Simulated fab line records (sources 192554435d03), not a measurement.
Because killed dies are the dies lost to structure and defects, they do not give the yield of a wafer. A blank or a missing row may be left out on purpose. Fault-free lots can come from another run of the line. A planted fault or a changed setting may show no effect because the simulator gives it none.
Lot-split experiment + flow n5 finfet + 21 wafers read across 7 lots, on a route 1938 steps long

## ABOUT THE SPLIT
At N5_BEOL_M2_ETCH_69 (etches SiARC in CF4, target depth 15.6 nm, time 26 s), the setting bias w was moved away from the recipe's 36 W on 7 of the 21 wafers read, by -8.7% to +15.4%. All remaining wafers had this setting at the recipe value.

Reading taken at the split's own step.

## THE READING
rf vpp V, in V, at N5_BEOL_M2_ETCH_69 (etches SiARC in CF4, target depth 15.6 nm, time 26 s). A value of 184.5 V with a standard deviation of 1.1 V is what fault-free wafers of this fab line usually give.

| wafer  | tool, chamber at the split | bias w as run, W | against the recipe | rf vpp V, V | against lot-mates on the recipe |
|--------|----------------------------|------------------|--------------------|-------------|---------------------------------|
| L074.2 | rie diel-03, 1             | 36               | recipe             | 183.0       | -                               |
| L074.4 | rie diel-03, 2             | 36               | recipe             | 184.8       | -                               |
| L074.5 | rie diel-03, 0             | 36               | recipe             | 185.9       | -                               |
| L080.2 | rie diel-05, 2             | 36               | recipe             | 186.3       | -                               |
| L080.3 | rie diel-05, 0             | 33.72            | -6.3%              | 175.8       | -10.4                           |
| L080.6 | rie diel-05, 3             | 36               | recipe             | 186.2       | -                               |
| L083.2 | rie diel-03, 1             | 36               | recipe             | 183.5       | -                               |
| L083.5 | rie diel-03, 2             | 38.16            | +6.0%              | 190.5       | +6.3                            |
| L083.6 | rie diel-03, 1             | 36               | recipe             | 184.8       | -                               |
| L084.1 | rie diel-05, 2             | 40.29            | +11.9%             | 200.6       | +16.6                           |
| L084.2 | rie diel-05, 0             | 36               | recipe             | 184.3       | -                               |
| L084.3 | rie diel-05, 1             | 36               | recipe             | 183.7       | -                               |
| L087.2 | rie diel-01, 1             | 36               | recipe             | 185.1       | -                               |
| L087.4 | rie diel-01, 0             | 36               | recipe             | 185.4       | -                               |
| L087.5 | rie diel-01, 1             | 36               | recipe             | 185.2       | -                               |
| L092.2 | rie diel-05, 3             | 36               | recipe             | 185.3       | -                               |
| L092.4 | rie diel-05, 0             | 41.54            | +15.4%             | 201.5       | +16.2                           |
| L092.6 | rie diel-05, 1             | 41.54            | +15.4%             | 202.1       | +16.8                           |
| L094.1 | rie diel-01, 0             | 32.85            | -8.7%              | 172.6       | -12.7                           |
| L094.4 | rie diel-01, 3             | 36               | recipe             | 185.3       | -                               |
| L094.5 | rie diel-01, 1             | 32.85            | -8.7%              | 173.6       | -11.7                           |

FIT RESULTS
A straight line over all 21 wafers: rf vpp V changes by +1.2 V for each +1% of bias w; r = +0.99; the points scatter about the line by 1.2 V.
The same after taking each lot's own level away (the mean of its wafers on the recipe; 21 wafers): +1.22 V for each +1%; r = +0.99; scatter 1.2 V.
That fit puts the effect of the largest move of bias w on the reading at 19 V.
Measured against the standard deviation above, the lots' own levels, which go from 184.00 to 186.25 V, span 2.0 times it.
Hence the lot-to-lot level has little effect on the slope; both slopes agree.
Check: +19.3 V against its lot-mates is what the line predicts for one of the wafers moved furthest among these (+15.4%) when that wafer is left out of the fit. It came out at +16.2 V against them.
Tool readings at the split's step, against how far the setting was moved: rf vpp V r = +0.99.

## THE FILE'S OWN FIT
rf vpp V changes by +1.25 V for each +1% of bias w, r = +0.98.
